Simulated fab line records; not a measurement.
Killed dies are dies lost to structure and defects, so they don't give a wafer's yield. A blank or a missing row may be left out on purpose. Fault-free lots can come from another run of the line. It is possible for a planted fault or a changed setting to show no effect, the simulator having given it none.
Matching of chambers ; flow nand-harc ; rie-diel-01 running NHARC_A_STAIRCASE_TRIM_187: 4 sister chambers
The step chemistry O2, time 211.2 s. 16 wafers are shown with their chamber, then 8 later ones without.

== WAFERS WITH THEIR CHAMBER ==
wafer;chamber;showerhead-plenum-p-Torr (Torr);drypump-motor-current-A (A);rf-vpp-V (V)
L075.3;0;3.43;5.7;56.9
L075.4;2;3.55;5.1;56.0
L075.6;0;3.43;5.7;57.9
L079.2;0;3.43;5.7;58.0
L079.3;3;3.67;5.1;59.0
L079.5;1;3.81;5.1;57.6
L081.1;1;3.80;5.1;59.2
L081.3;0;3.42;5.8;57.2
L081.5;0;3.42;5.7;56.6
L082.1;1;3.80;5.1;57.1
L082.4;0;3.41;5.7;56.6
L082.5;0;3.41;5.7;57.1
L084.1;1;3.79;5.1;57.7
L084.3;3;3.66;5.2;58.7
L084.4;0;3.41;5.7;57.5
L088.1;2;3.53;5.1;59.2

SIGNATURES, as means of the wafers listed above
reading;chamber 0;chamber 1;chamber 2;chamber 3;scatter within a chamber
showerhead-plenum-p-Torr;3.4200;3.8000;3.5400;3.6650;0.00935
drypump-motor-current-A;5.713;5.100;5.100;5.150;0.0339
rf-vpp-V;57.225;57.900;57.600;58.850;0.897
Rule: for each reading, subtract the chamber's mean from the wafer's reading, divide by that reading's scatter and square the result; add these up over the readings and take the root, which gives the wafer's distance from the chamber. If the next closest chamber is less than 2 further off than the closest, the wafer can't be placed; otherwise it belongs to the closest. The scatter: the root of (the sum of the squares of (reading less its chamber's mean) over the shown wafers, divided by (wafers less chambers)).

== WAFERS WITH NO CHAMBER GIVEN ==
wafer;showerhead-plenum-p-Torr (Torr);drypump-motor-current-A (A);rf-vpp-V (V)
L088.3;3.79;5.1;58.4
L088.5;3.53;5.1;58.1
L086.1;3.53;5.1;56.9
L086.4;3.53;5.1;58.8
L086.5;3.65;5.1;59.1
L093.1;3.78;5.1;58.4
L093.2;3.39;5.7;56.5
L093.3;3.52;5.1;58.1

== WHICH CHAMBER EACH ONE RAN IN ==
wafer;from the rows above;in truth
L088.3;1;1
L088.5;2;2
L086.1;2;2
L086.4;2;2
L086.5;3;3
L093.1;1;1
L093.2;0;0
L093.3;2;2
Correct placement for 8 of the 8. Can't be placed from these rows: 0. Number placed wrongly: 0.
